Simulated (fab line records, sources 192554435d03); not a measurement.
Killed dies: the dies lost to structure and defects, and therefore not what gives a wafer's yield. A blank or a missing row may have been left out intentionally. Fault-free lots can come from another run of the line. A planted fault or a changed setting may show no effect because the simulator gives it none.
2 desks looking at one fault	flow n5-finfet	each desk has only its own numbers; what lay behind them comes last

FOR THE TOOL OWNER'S DESK: ald-sin-02
The tool's own readings at N5_MOL_CONTACT_COAG_ALD_133 (deposits SiO2, target thk 5 nm, pulse time 1 s, co reactant pulse time 1 s): means of the sampled wafers that have a number, for each lot that ran on this tool. Marked OUT: a lot whose mean sits more than 4 standard deviations from the usual mean, which makes it out of limits; the brackets give that distance.
Columns: A = heater-power-w at N5_MOL_CONTACT_COAG_ALD_133, usual 79 W; B = precursor-pulse-height-rel at N5_MOL_CONTACT_COAG_ALD_133, usual 0.999
lot	first seen here	A	B
L473	day 5 05:38	77	0.989
L475	day 5 14:17	76	1.008
L483	day 7 14:48	76	0.994
L490	day 9 10:14	76	0.998
L491	day 9 18:36	77	0.986
This desk found nothing out of limits on any of the 5 lots.

AT THE METROLOGY DESK
Means of the sampled wafers that have a number, per lot and without regard to the tool the lot ran on: this is what the gauges read. Marked OUT: a lot whose mean sits more than 4 standard deviations from the usual mean, which makes it out of limits; the brackets give that distance. Of its 10 readings 7 are shown: those that lie furthest out on some lot.
Columns: A = DIBL_N at N5_BEOL_M4_RC_MEAS_101, usual 36.0 mV/V; B = DIBL_P at N5_BEOL_M4_RC_MEAS_101, usual 36.7 mV/V; C = IOFF_N at N5_BEOL_M4_RC_MEAS_101, usual 0.16 nA/um; D = IOFF_P at N5_BEOL_M4_RC_MEAS_101, usual 0.21 nA/um; E = SS_N at N5_BEOL_M4_RC_MEAS_101, usual 71.5 mV/dec; F = SS_P at N5_BEOL_M4_RC_MEAS_101, usual 73.4 mV/dec; G = VT_P at N5_BEOL_M4_RC_MEAS_101, usual -251 mV
lot	first seen here	A	B	C	D	E	F	G
L473	day 7 17:22	32.3	33.6	0.13	0.18	71.0	72.5	-253
L475	day 8 12:34	36.4	36.8	0.17	0.19	71.7	73.9	-253
L480	day 9 20:40	32.7	35.6	0.15	0.19	71.9	72.7	-252
L483	day 10 04:03	36.9	37.0	0.15	0.20	71.7	73.7	-253
L489	day 12 06:11	35.1	35.5	0.14	0.17	71.1	73.4	-254
L490	day 12 12:56	36.0	37.4	0.16	0.24	71.0	73.2	-246
L491	day 13 08:08	31.2	32.8	0.12	0.15	70.5	72.6	-254
L496	day 14 13:20	36.0	37.0	0.15	0.17	71.3	73.2	-256
This desk found nothing out of limits on any of the 8 lots.

ALL TOGETHER
The tool owner's desk saw nothing out of limits.
Nothing out of limits was seen by the metrology desk.

WHAT THE SIMULATOR PUT IN
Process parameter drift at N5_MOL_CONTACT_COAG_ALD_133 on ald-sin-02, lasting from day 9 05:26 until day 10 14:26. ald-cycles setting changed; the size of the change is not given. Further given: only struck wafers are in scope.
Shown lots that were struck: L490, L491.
